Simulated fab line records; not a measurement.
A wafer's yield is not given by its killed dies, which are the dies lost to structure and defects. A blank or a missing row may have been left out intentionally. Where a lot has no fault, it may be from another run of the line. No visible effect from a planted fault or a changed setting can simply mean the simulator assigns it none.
Which tool did it?	flow n5-finfet	60 wafers from 20 lots sampled at 6 of the route's 1938 steps

== WHAT EACH GAUGE READ, for each wafer ==
N5_BEOL_M0_CUTY_INSPECT_59: inspects for defects (macro). Usual: raw-defect-count reads 1.8 (standard deviation 1.4).
lot	measured	on	raw-defect-count	flag
L074	day 5 18:02	defect-inspect-01	5 2 2	
L075	day 5 22:56	defect-inspect-02	0 1 0	
L076	day 6 08:10	defect-inspect-01	1 1 4	
L078	day 6 20:04	defect-inspect-01	2 0 2	
L079	day 7 06:25	defect-inspect-01	1 0 1	
L080	day 7 11:46	defect-inspect-01	1 2 1	
L082	day 7 19:46	defect-inspect-02	3 1 4	
L083	day 7 23:25	defect-inspect-02	1 1 5	
L084	day 8 08:50	defect-inspect-01	2 0 3	
L085	day 8 13:53	defect-inspect-01	4 2 0	
L087	day 9 03:43	defect-inspect-01	0 2 1	
L088	day 9 07:13	defect-inspect-01	1 1 3	
L089	day 9 12:19	defect-inspect-02	1 1 2	
L090	day 9 15:44	defect-inspect-02	3 1 4	
L091	day 10 12:04	defect-inspect-02	3 2 1	
L094	day 10 19:14	defect-inspect-01	3 0 2	
L092	day 10 22:35	defect-inspect-02	2 3 3	
L095	day 11 00:40	defect-inspect-02	2 2 3	
L096	day 11 07:01	defect-inspect-02	0 1 2	
L097	day 11 12:18	defect-inspect-01	0 2 2	

== EACH LOT AND THE TOOL THAT RAN IT (in order: tool; ch and the chambers of the sampled wafers; start) ==
lot	N5_BEOL_M0_SAQP_HM_OPEN_112	N5_BEOL_M0_SAQP_STRIP_86	N5_BEOL_M0_SAQP_RECESS_109	N5_BEOL_M0_SAQP_MANDREL2_REMOVE_110	N5_BEOL_M0_SAQP_ETCH_73
L074	rie-diel-06 ch 1,3, day 5 11:44	rie-diel-05 ch 0,1, day 5 12:12	vapor-etch-02 ch 0,1, day 5 14:46	rie-si-01 ch 1,2,3, day 5 16:01	rie-diel-06 ch 1,3, day 5 16:43
L075	rie-diel-05 ch 0,2,3, day 5 16:58	rie-diel-05 ch 0,1, day 5 17:08	vapor-etch-02 ch 0,1, day 5 19:33	rie-si-01 ch 0,2,3, day 5 20:53	rie-diel-05 ch 2,3, day 5 21:37
L076	rie-diel-06 ch 0,1,2, day 6 03:10	rie-diel-03 ch 0,1, day 6 03:25	vapor-etch-01 ch 0,1, day 6 05:31	rie-si-02 ch 0,1,3, day 6 06:16	rie-diel-06 ch 1,2,3, day 6 06:52
L078	rie-diel-06 ch 0,2,3, day 6 14:09	rie-diel-05 ch 1,2,3, day 6 14:20	vapor-etch-01 ch 0,1, day 6 17:18	rie-si-03 ch 0,1, day 6 18:03	rie-diel-06 ch 1,2,3, day 6 18:46
L079	rie-diel-06 ch 0,1, day 7 00:43	rie-diel-05 ch 0,1, day 7 00:59	vapor-etch-02 ch 0, day 7 03:29	rie-si-02 ch 2,3, day 7 04:27	rie-diel-03 ch 0,2, day 7 05:02
L080	rie-diel-05 ch 1,2,3, day 7 06:11	rie-diel-06 ch 1,2,3, day 7 06:22	vapor-etch-01 ch 0,1, day 7 08:46	rie-si-01 ch 0,1,2, day 7 09:33	rie-diel-06 ch 0,1,3, day 7 10:16
L082	rie-diel-06 ch 2,3, day 7 13:55	rie-diel-03 ch 2,3, day 7 14:05	vapor-etch-01 ch 0,1, day 7 16:11	rie-si-03 ch 0,2,3, day 7 17:52	rie-diel-06 ch 2,3, day 7 18:28
L083	rie-diel-05 ch 1,2,3, day 7 18:14	rie-diel-05 ch 1,3, day 7 18:35	vapor-etch-01 ch 0,1, day 7 20:46	rie-si-03 ch 2,3, day 7 21:31	rie-diel-03 ch 1,2, day 7 22:13
L084	rie-diel-03 ch 0,1,3, day 8 03:22	rie-diel-03 ch 1,2, day 8 03:32	vapor-etch-02 ch 0,1, day 8 05:46	rie-si-03 ch 1,2,3, day 8 06:49	rie-diel-03 ch 1,3, day 8 07:32
L085	rie-diel-06 ch 1,3, day 8 07:57	rie-diel-03 ch 1,2,3, day 8 08:08	vapor-etch-02 ch 0,1, day 8 10:17	rie-si-01 ch 1,2,3, day 8 11:44	rie-diel-03 ch 0,1,2, day 8 12:19
L087	rie-diel-06 ch 0,1,3, day 8 21:46	rie-diel-03 ch 0,1, day 8 21:56	vapor-etch-02 ch 0, day 9 01:02	rie-si-02 ch 0,1,3, day 9 01:49	rie-diel-03 ch 0,1,2, day 9 02:32
L088	rie-diel-05 ch 0,1, day 9 01:24	rie-diel-05 ch 0,1,2, day 9 01:35	vapor-etch-01 ch 0,1, day 9 03:38	rie-si-01 ch 0,1,3, day 9 04:30	rie-diel-05 ch 0,1,3, day 9 05:20
L089	rie-diel-05 ch 1,3, day 9 06:17	rie-diel-06 ch 0,1,2, day 9 06:32	vapor-etch-02 ch 0,1, day 9 08:38	rie-si-02 ch 1,2,3, day 9 09:40	rie-diel-05 ch 0,1, day 9 10:16
L090	rie-diel-05 ch 1,2, day 9 10:07	rie-diel-03 ch 2,3, day 9 10:21	vapor-etch-02 ch 0,1, day 9 13:02	rie-si-02 ch 1,3, day 9 13:49	rie-diel-05 ch 1,2, day 9 14:26
L091	rie-diel-03 ch 0,1,3, day 10 06:17	rie-diel-03 ch 1,3, day 10 06:28	vapor-etch-02 ch 0,1, day 10 09:10	rie-si-02 ch 0,2,3, day 10 09:57	rie-diel-05 ch 1,2,3, day 10 10:41
L094	rie-diel-06 ch 0,2,3, day 10 13:39	rie-diel-06 ch 0,1, day 10 13:50	vapor-etch-02 ch 0,1, day 10 15:56	rie-si-03 ch 0,1,3, day 10 16:40	rie-diel-06 ch 0,1,2, day 10 17:55
L092	rie-diel-05 ch 1,2,3, day 10 17:05	rie-diel-03 ch 0,2,3, day 10 17:44	vapor-etch-01 ch 0,1, day 10 19:54	rie-si-03 ch 0,1, day 10 20:41	rie-diel-06 ch 0,1,3, day 10 21:23
L095	rie-diel-05 ch 0,1,2, day 10 19:29	rie-diel-06 ch 1,2,3, day 10 19:41	vapor-etch-01 ch 0,1, day 10 21:50	rie-si-01 ch 0,1,2, day 10 22:46	rie-diel-06 ch 1,3, day 10 23:22
L096	rie-diel-03 ch 0,1,2, day 11 01:50	rie-diel-05 ch 0,1,2, day 11 02:05	vapor-etch-02 ch 0,1, day 11 04:09	rie-si-01 ch 0,3, day 11 04:56	rie-diel-06 ch 0,1,3, day 11 05:45
L097	rie-diel-06 ch 0,1, day 11 06:59	rie-diel-03 ch 0,1,3, day 11 07:10	vapor-etch-02 ch 0,1, day 11 09:25	rie-si-03 ch 2,3, day 11 10:24	rie-diel-05 ch 1,2,3, day 11 10:59
- N5_BEOL_M0_SAQP_HM_OPEN_112: chemistry CHF3/O2, target SiO2, stops on a-Si, target depth 12 nm, time 13.5 s.
- N5_BEOL_M0_SAQP_STRIP_86: strips in N2/H2.
- N5_BEOL_M0_SAQP_RECESS_109: chemistry HF/NH3, target SiO2, target depth 3 nm, afs cycles 1, sublimation time 60 s.
- N5_BEOL_M0_SAQP_MANDREL2_REMOVE_110: chemistry HBr/Cl2/O2, target a-Si, stops on SiCN, bt time 10 s.
- N5_BEOL_M0_SAQP_ETCH_73: etches SiARC in CF4, target depth 19.5 nm, time 32.5 s.

== WHAT THE TOOLS THEMSELVES READ (means of the sampled wafers that have a number; where no wafer has one, the mark that the record gives instead) ==
N5_BEOL_M0_SAQP_HM_OPEN_112. Usual: O2_flow_sccm 5.002 sccm, standard deviation 0.016; drypump-motor-current-A 5.81 A, standard deviation 0.24; oes_ar_750_au 0.78 a.u., standard deviation 0.087; oes-product-au 0.51 a.u., standard deviation 0.056; rf-fwd-power-W 644.9 W, standard deviation 2.3; rf-vpp-V 523 V, standard deviation 8.3; showerhead-plenum-p-Torr 2.42 Torr, standard deviation 0.075; throttle-valve-pct 18.83 %, standard deviation 0.29.
lot	tool	O2_flow_sccm (sccm)	drypump-motor-current-A (A)	oes_ar_750_au (a.u.)	oes-product-au (a.u.)	rf-fwd-power-W (W)	rf-vpp-V (V)	showerhead-plenum-p-Torr (Torr)	throttle-valve-pct (%)	flag
L074	rie-diel-06	5.003	5.71	0.87	0.56	647.3	519	2.40	18.52	
L075	rie-diel-05	4.992	5.77	0.78	0.52	645.1	526	2.41	18.84	
L076	rie-diel-06	4.993	5.79	0.76	0.49	645.8	523	2.43	18.91	
L078	rie-diel-06	5.015	5.92	0.79	0.52	644.3	521	2.39	18.78	
L079	rie-diel-06	5.001	5.86	0.74	0.48	642.5	517	2.44	18.94	
L080	rie-diel-05	5.012	5.88	0.78	0.51	642.7	520	2.42	19.02	
L082	rie-diel-06	4.997	5.84	0.84	0.54	644.6	522	2.37	18.59	
L083	rie-diel-05	5.004	5.86	0.77	0.50	645.0	522	2.42	19.03	
L084	rie-diel-03	4.980	5.81	0.80	0.54	643.5	528	2.43	18.66	
L085	rie-diel-06	5.014	5.55	0.80	0.51	646.7	521	2.44	18.68	
L087	rie-diel-06	5.011	5.78	0.78	0.51	644.8	517	2.41	18.77	
L088	rie-diel-05	5.005	5.81	0.77	0.51	643.7	530	2.48	18.92	
L089	rie-diel-05	5.007	5.73	0.82	0.54	644.3	527	2.46	18.91	
L090	rie-diel-05	5.011	5.98	0.69	0.46	645.8	521	2.43	19.20	
L091	rie-diel-03	5.019	5.82	0.79	0.52	645.2	527	2.42	18.69	
L094	rie-diel-06	5.005	5.92	0.76	0.49	645.4	521	2.38	18.83	
L092	rie-diel-05	5.014	5.86	0.75	0.49	645.9	521	2.41	19.06	
L095	rie-diel-05	4.998	5.88	0.76	0.49	643.3	526	2.42	18.93	
L096	rie-diel-03	5.002	5.88	0.81	0.53	645.8	528	2.50	18.57	
L097	rie-diel-06	5.009	5.88	0.72	0.47	647.4	517	2.42	19.00	

N5_BEOL_M0_SAQP_STRIP_86. Usual: drypump-motor-current-A 5.82 A, standard deviation 0.28; n2-flow-sccm 299.9 sccm, standard deviation 0.92; oes-product-au 0.79 a.u., standard deviation 0.087; rf-vpp-V 122.0 V, standard deviation 1.2; showerhead-plenum-p-Torr 3.40 Torr, standard deviation 0.11; throttle-valve-pct 19.0 %, standard deviation 0.47.
lot	tool	drypump-motor-current-A (A)	n2-flow-sccm (sccm)	oes-product-au (a.u.)	rf-vpp-V (V)	showerhead-plenum-p-Torr (Torr)	throttle-valve-pct (%)	flag
L074	rie-diel-05	5.74	299.6	0.70	122.9	3.46	19.0	
L075	rie-diel-05	5.75	301.0	0.70	122.3	3.46	19.0	
L076	rie-diel-03	6.11	299.4	0.80	121.7	3.49	19.0	
L078	rie-diel-05	5.87	299.9	0.78	121.9	3.37	19.1	
L079	rie-diel-05	5.73	300.3	0.70	123.0	3.45	19.1	
L080	rie-diel-06	5.72	299.9	0.81	120.8	3.38	19.0	
L082	rie-diel-03	5.64	299.4	0.86	122.7	3.46	18.8	
L083	rie-diel-05	5.74	299.8	0.85	120.7	3.43	18.8	
L084	rie-diel-03	5.92	300.6	0.84	123.2	3.53	18.5	
L085	rie-diel-03	5.85	298.8	0.81	121.4	3.44	18.8	
L087	rie-diel-03	5.87	299.9	0.84	122.1	3.46	19.3	
L088	rie-diel-05	5.88	299.6	0.80	121.8	3.37	19.1	
L089	rie-diel-06	5.79	299.7	0.74	121.7	3.39	19.3	
L090	rie-diel-03	5.65	299.6	0.85	122.1	3.46	18.8	
L091	rie-diel-03	6.07	299.9	0.73	122.7	3.41	18.9	
L094	rie-diel-06	5.66	300.0	0.74	122.6	3.43	19.3	
L092	rie-diel-03	5.60	299.7	0.84	122.0	3.41	19.2	
L095	rie-diel-06	5.71	299.8	0.78	121.0	3.36	19.1	
L096	rie-diel-05	5.87	299.7	0.77	121.5	3.36	19.1	
L097	rie-diel-03	5.79	300.4	0.79	122.4	3.39	19.2	

N5_BEOL_M0_SAQP_RECESS_109. Usual: drypump-motor-current-A reads 5.77 A (standard deviation 0.26).
lot	tool	drypump-motor-current-A (A)	flag
L074	vapor-etch-02	5.71	
L075	vapor-etch-02	5.54	
L076	vapor-etch-01	5.99	
L078	vapor-etch-01	5.97	
L079	vapor-etch-02	5.90	
L080	vapor-etch-01	5.93	
L082	vapor-etch-01	5.96	
L083	vapor-etch-01	5.93	
L084	vapor-etch-02	5.54	
L085	vapor-etch-02	5.53	
L087	vapor-etch-02	5.88	
L088	vapor-etch-01	5.93	
L089	vapor-etch-02	5.53	
L090	vapor-etch-02	5.54	
L091	vapor-etch-02	5.72	
L094	vapor-etch-02	5.53	
L092	vapor-etch-01	5.97	
L095	vapor-etch-01	5.97	
L096	vapor-etch-02	5.54	
L097	vapor-etch-02	5.71	

N5_BEOL_M0_SAQP_MANDREL2_REMOVE_110. Usual: O2_flow_sccm 5.001 sccm, standard deviation 0.018; drypump-motor-current-A 5.7 A, standard deviation 0.55; oes-product-au 1.003 a.u., standard deviation 0.015; rf-fwd-power-W 596.8 W, standard deviation 2.2; throttle-valve-pct 36.68 %, standard deviation 0.22.
lot	tool	O2_flow_sccm (sccm)	drypump-motor-current-A (A)	oes-product-au (a.u.)	rf-fwd-power-W (W)	throttle-valve-pct (%)	flag
L074	rie-si-01	4.999	5.9	1.011	596.2	36.57	
L075	rie-si-01	4.985	6.2	1.026	598.2	36.68	
L076	rie-si-02	4.997	6.0	1.006	596.0	36.72	
L078	rie-si-03	4.996	4.9	1.012	600.4	36.76	
L079	rie-si-02	4.974	5.8	0.971	594.7	36.80	
L080	rie-si-01	5.003	5.8	1.011	599.3	36.57	
L082	rie-si-03	4.995	5.4	1.011	596.7	36.73	
L083	rie-si-03	4.991	5.7	0.998	596.7	36.83	
L084	rie-si-03	4.990	5.6	1.001	596.9	36.80	
L085	rie-si-01	5.017	6.0	0.995	596.5	36.44	
L087	rie-si-02	5.008	6.0	0.998	597.3	36.73	
L088	rie-si-01	5.003	6.1	1.012	598.1	36.43	
L089	rie-si-02	4.995	5.9	0.992	596.2	36.79	
L090	rie-si-02	5.005	6.1	0.988	594.1	36.91	
L091	rie-si-02	5.011	5.7	0.988	595.9	36.64	
L094	rie-si-03	5.000	5.3	0.995	597.0	36.69	
L092	rie-si-03	5.008	5.0	1.004	595.0	36.81	
L095	rie-si-01	5.027	5.8	1.004	594.6	36.58	
L096	rie-si-01	5.019	6.5	1.010	598.6	36.41	
L097	rie-si-03	4.966	5.7	1.004	594.9	36.84	

N5_BEOL_M0_SAQP_ETCH_73. Usual: cf4-flow-sccm 100.1 sccm, standard deviation 0.33; drypump-motor-current-A 5.82 A, standard deviation 0.26; etch-rf-on-time-s 32.3 s, standard deviation 0.85; oes-product-au 0.68 a.u., standard deviation 0.076; rf-fwd-power-W 533.2 W, standard deviation 2.9; rf-vpp-V 184.2 V, standard deviation 1.1; showerhead-plenum-p-Torr 2.16 Torr, standard deviation 0.066; throttle-valve-pct 15.54 %, standard deviation 0.28.
lot	tool	cf4-flow-sccm (sccm)	drypump-motor-current-A (A)	etch-rf-on-time-s (s)	oes-product-au (a.u.)	rf-fwd-power-W (W)	rf-vpp-V (V)	showerhead-plenum-p-Torr (Torr)	throttle-valve-pct (%)	flag
L074	rie-diel-06	99.9	5.57	31.9	0.70	534.5	185.0	2.18	15.45	
L075	rie-diel-05	100.0	5.79	31.7	0.76	531.9	183.8	2.14	15.61	
L076	rie-diel-06	100.0	5.72	32.1	0.70	532.0	183.0	2.15	15.50	
L078	rie-diel-06	99.9	5.69	31.2	0.70	534.8	184.7	2.15	15.51	
L079	rie-diel-03	100.0	5.64	31.8	0.79	530.7	183.9	2.22	15.37	
L080	rie-diel-06	99.7	5.78	32.3	0.67	533.3	183.5	2.14	15.52	
L082	rie-diel-06	100.4	5.84	31.5	0.72	535.6	182.7	2.10	15.35	
L083	rie-diel-03	100.5	6.13	33.2	0.66	538.5	185.5	2.24	15.29	
L084	rie-diel-03	99.8	6.03	33.0	0.63	535.8	184.8	2.16	15.43	
L085	rie-diel-03	100.2	5.88	32.8	0.71	533.9	185.0	2.23	15.34	
L087	rie-diel-03	100.4	5.89	33.1	0.70	533.8	185.8	2.22	15.36	
L088	rie-diel-05	100.0	5.72	32.7	0.72	530.9	183.8	2.20	15.54	
L089	rie-diel-05	100.1	5.80	33.0	0.66	531.2	184.6	2.21	15.69	
L090	rie-diel-05	99.7	5.97	32.9	0.59	531.9	183.7	2.15	15.96	
L091	rie-diel-05	99.9	5.87	32.8	0.64	531.7	184.1	2.14	15.83	
L094	rie-diel-06	100.2	5.77	32.1	0.63	532.2	184.2	2.15	15.79	
L092	rie-diel-06	100.2	5.77	32.4	0.65	534.1	184.5	2.13	15.57	
L095	rie-diel-06	100.1	5.70	31.8	0.70	535.8	183.6	2.12	15.35	
L096	rie-diel-06	99.9	5.77	32.0	0.65	532.6	184.0	2.13	15.58	
L097	rie-diel-05	100.0	5.87	32.4	0.64	531.2	184.2	2.14	15.83	

== THE ANSWER, worked out from the rows above alone ==
Rule: a lot counts as off when the mean over its wafers that have a number is more than 3 standard deviations away from the usual mean. Also off: a lot with no number at a reading for which 4 or more lots have one. Any other lot the step has rows for is counted as sound. Order of review: gauges by route order, followed by the tools' own readings, for which a lot's mean as printed above is used. At the first step where some lot is off, the reading lying furthest off is the one used; lots without a number count as furthest.
No lot is off on any of the readings shown, so nothing can be concluded from this.

== WHAT THE SIMULATOR HAD INSERTED ==
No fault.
